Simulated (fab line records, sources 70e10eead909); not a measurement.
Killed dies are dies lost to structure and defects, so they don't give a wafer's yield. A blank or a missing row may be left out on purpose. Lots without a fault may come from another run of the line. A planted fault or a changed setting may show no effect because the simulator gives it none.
Which tool did it? | flow nand_harc | 13 lots, 39 wafers sampled, at 6 steps of a route of 1302

WHAT THE GAUGES READ, wafer by wafer
NHARC_P_ZERO_WELL_CD_MEAS_52: target cd 2000 nm.
lot  | measured     | on        | cd_nm (nm)
L282 | day 2 01:41  | cd_sem-02 | 2001.4 1998.8 2000.7
L284 | day 2 21:56  | cd_sem-02 | 2000.2 1999.7 2000.0
L285 | day 3 07:44  | cd_sem-02 | 2000.2 2000.3 1999.9
L286 | day 3 17:47  | cd_sem-03 | 2000.3 1999.4 1999.2
L288 | day 4 13:47  | cd_sem-02 | 1999.5 2000.9 2000.7
L290 | day 5 09:39  | cd_sem-01 | 2001.2 2000.8 2001.7
L297 | day 8 07:41  | cd_sem-01 | 2001.5 2001.1 2001.8
L299 | day 9 03:45  | cd_sem-03 | 1998.7 2000.5 1999.3
L300 | day 9 13:36  | cd_sem-01 | 1999.8 1999.6 2000.9
L301 | day 9 23:40  | cd_sem-02 | 1997.2 1999.1 1999.6
L302 | day 10 10:35 | cd_sem-02 | 1998.1 1998.6 1998.3
L303 | day 10 19:39 | cd_sem-01 | 1999.4 1999.4 2000.6
L305 | day 11 16:01 | cd_sem-02 | 2000.4 2000.3 1999.4

NHARC_P_GATE_CD_MEAS_11: target cd 1640 nm.
lot  | measured     | on        | cd_nm (nm)
L282 | day 4 06:28  | cd_sem-01 | 1641.3 1643.3 1640.5
L284 | day 5 05:01  | cd_sem-01 | 1640.1 1641.6 1639.5
L285 | day 5 15:59  | cd_sem-02 | 1639.6 1640.9 1640.4
L286 | day 5 22:32  | cd_sem-03 | 1643.6 1642.7 1642.5
L288 | day 6 21:57  | cd_sem-03 | 1641.6 1639.7 1640.5
L290 | day 7 18:27  | cd_sem-03 | - - -
L297 | day 10 15:00 | cd_sem-03 | 1637.5 1638.3 1638.8
L299 | day 11 16:49 | cd_sem-03 | 1638.4 1640.7 1639.0
L300 | day 12 05:46 | cd_sem-01 | 1641.2 1641.6 1640.5
L301 | day 12 21:05 | cd_sem-03 | 1642.2 1640.7 1640.3
L302 | day 12 21:15 | cd_sem-01 | 1642.2 1643.0 1642.7
L303 | day 12 21:25 | cd_sem-03 | 1641.0 1639.4 1639.5
L305 | day 13 22:01 | cd_sem-02 | 1641.4 1642.0 1640.9

NHARC_P_GATE_CD_MEAS_26: target cd 120 nm.
lot  | measured     | on        | cd_nm (nm)
L282 | day 4 21:00  | cd_sem-02 | 120.3 120.8 119.9
L284 | day 5 18:48  | cd_sem-02 | 120.0 120.2 119.8
L285 | day 6 10:09  | cd_sem-02 | 119.4 119.7 120.2
L286 | day 6 14:29  | cd_sem-01 | 120.7 119.8 119.9
L288 | day 7 11:47  | cd_sem-02 | 119.4 119.8 119.6
L290 | day 8 10:26  | cd_sem-01 | 119.5 119.6 119.6
L297 | day 11 11:53 | cd_sem-01 | 120.1 121.0 120.0
L299 | day 12 06:59 | cd_sem-02 | 119.6 119.7 119.6
L300 | day 12 23:04 | cd_sem-01 | 120.1 120.2 120.1
L301 | day 13 11:38 | cd_sem-01 | 119.7 119.9 119.6
L302 | day 13 10:52 | cd_sem-02 | 119.7 119.7 120.1
L303 | day 13 11:01 | cd_sem-01 | 120.6 119.9 120.3
L305 | day 14 13:41 | cd_sem-03 | 120.2 119.7 119.6

NHARC_END_SORT_01.
lot  | measured     | on        | killed_at_array | killed_at_other | killed_at_periphery | killed_dies | killed_open | killed_short
L290 | day 27 10:19 | prober-02 | 58 42 45        | 5 5 4           | 614 630 628         | 677 677 677 | 3 3 7       | 3 2 6

WHICH TOOL RAN EACH LOT (tool, then ch and the chambers of the sampled wafers, then the start)
lot  | NHARC_P_STI_CMP_21            | NHARC_P_GATE_EXPOSE_08
L282 | cmp-02 ch 0,1, day 3 14:10    | krf_scanner-01 ch 0, day 4 06:19
L284 | cmp-03 ch 0,1,2, day 4 11:25  | krf_scanner-03 ch 0, day 5 04:52
L285 | cmp-04 ch 0,2,3, day 4 23:01  | krf_scanner-03 ch 0, day 5 15:50
L286 | cmp-02 ch 0,2, day 5 06:07    | krf_scanner-01 ch 0, day 5 22:23
L288 | cmp-02 ch 0,3, day 6 03:43    | krf_scanner-03 ch 0, day 6 21:47
L290 | cmp-02 ch 1,3, day 7 01:40    | krf_scanner-03 ch 0, day 7 18:17
L297 | cmp-02 ch 0,1,2, day 9 20:34  | krf_scanner-03 ch 0, day 10 14:50
L299 | cmp-04 ch 1,2,3, day 10 18:37 | krf_scanner-03 ch 0, day 11 16:39
L300 | cmp-04 ch 0,1,3, day 11 13:16 | krf_scanner-03 ch 0, day 12 05:37
L301 | cmp-03 ch 1,2, day 12 05:11   | krf_scanner-03 ch 0, day 12 20:56
L302 | cmp-04 ch 2,3, day 12 05:02   | krf_scanner-01 ch 0, day 12 21:05
L303 | cmp-02 ch 0,1,3, day 12 05:05 | krf_scanner-02 ch 0, day 12 21:15
L305 | cmp-03 ch 0,2,3, day 13 05:14 | krf_scanner-03 ch 0, day 13 21:52
- NHARC_P_STI_CMP_21: polishes, t overpolish 20 s, target thk 380.67 nm.
- NHARC_P_GATE_EXPOSE_08: exposes mask P HV.

WHAT THE TOOLS THEMSELVES READ (means of the sampled wafers that have a number; where no wafer has one, the mark that the record gives instead)
NHARC_P_STI_CMP_21.
lot  | tool   | motor_current_A (A) | overpolish_run_s (s)
L282 | cmp-02 | 11.9                | 20.003
L284 | cmp-03 | 11.0                | 20.004
L285 | cmp-04 | 11.3                | 19.997
L286 | cmp-02 | 10.6                | 19.995
L288 | cmp-02 | 12.1                | 19.994
L290 | cmp-02 | 12.3                | 19.998
L297 | cmp-02 | 11.6                | 19.999
L299 | cmp-04 | 11.2                | 20.001
L300 | cmp-04 | 11.6                | 20.006
L301 | cmp-03 | 10.9                | 20.002
L302 | cmp-04 | 11.1                | 20.004
L303 | cmp-02 | 12.2                | 20.000
L305 | cmp-03 | 11.1                | 20.001

NHARC_P_GATE_EXPOSE_08.
lot  | tool           | reticle_temp_C (C) | stage_vel_mm_s (mm/s)
L282 | krf_scanner-01 | 22.88              | 499.76
L284 | krf_scanner-03 | 23.06              | 500.38
L285 | krf_scanner-03 | 22.94              | 499.85
L286 | krf_scanner-01 | 23.08              | 499.95
L288 | krf_scanner-03 | 22.94              | 500.15
L290 | krf_scanner-03 | 22.98              | 499.86
L297 | krf_scanner-03 | 22.92              | 499.72
L299 | krf_scanner-03 | 22.89              | 499.95
L300 | krf_scanner-03 | 22.95              | 499.90
L301 | krf_scanner-03 | 23.13              | 499.94
L302 | krf_scanner-01 | 23.08              | 500.14
L303 | krf_scanner-02 | 22.87              | 499.99
L305 | krf_scanner-03 | 23.07              | 500.06

THE ANSWER, worked out from the rows above alone
Rule: what is usual is taken from the lots themselves. Put in order of their means at a reading, lots are off if they are a third of the lots or fewer, leave a main group of 4 or more, and stand apart from it by a gap of 3 or more times the standard deviation of the main group's means; of several such gaps the widest counts. A main group whose means are all the same, to the digits that the tables above print for the reading, isn't used. A lot without any number at a reading at which 4 lots or more have one is off too. The other lots that the step has rows for count as sound. The gauges are gone through in route order, then the tools' own readings, and for those a lot's mean is taken as printed above. The first step at which some lot is off is used, and at that step the reading that is off furthest; a lot without a number counts as furthest.
Off: L290, at NHARC_P_GATE_CD_MEAS_11 (cd_nm). Without a number there: L290. The main group: mean 1640.8 nm, standard deviation 1.3.
A tool fits if, at a process step before that reading, it ran every lot that is off, and no sound lot after the first of them. The gauges at NHARC_P_GATE_CD_MEAS_11 are tried like those tools. None of those tried fits.

WHAT THE SIMULATOR HAD PUT IN
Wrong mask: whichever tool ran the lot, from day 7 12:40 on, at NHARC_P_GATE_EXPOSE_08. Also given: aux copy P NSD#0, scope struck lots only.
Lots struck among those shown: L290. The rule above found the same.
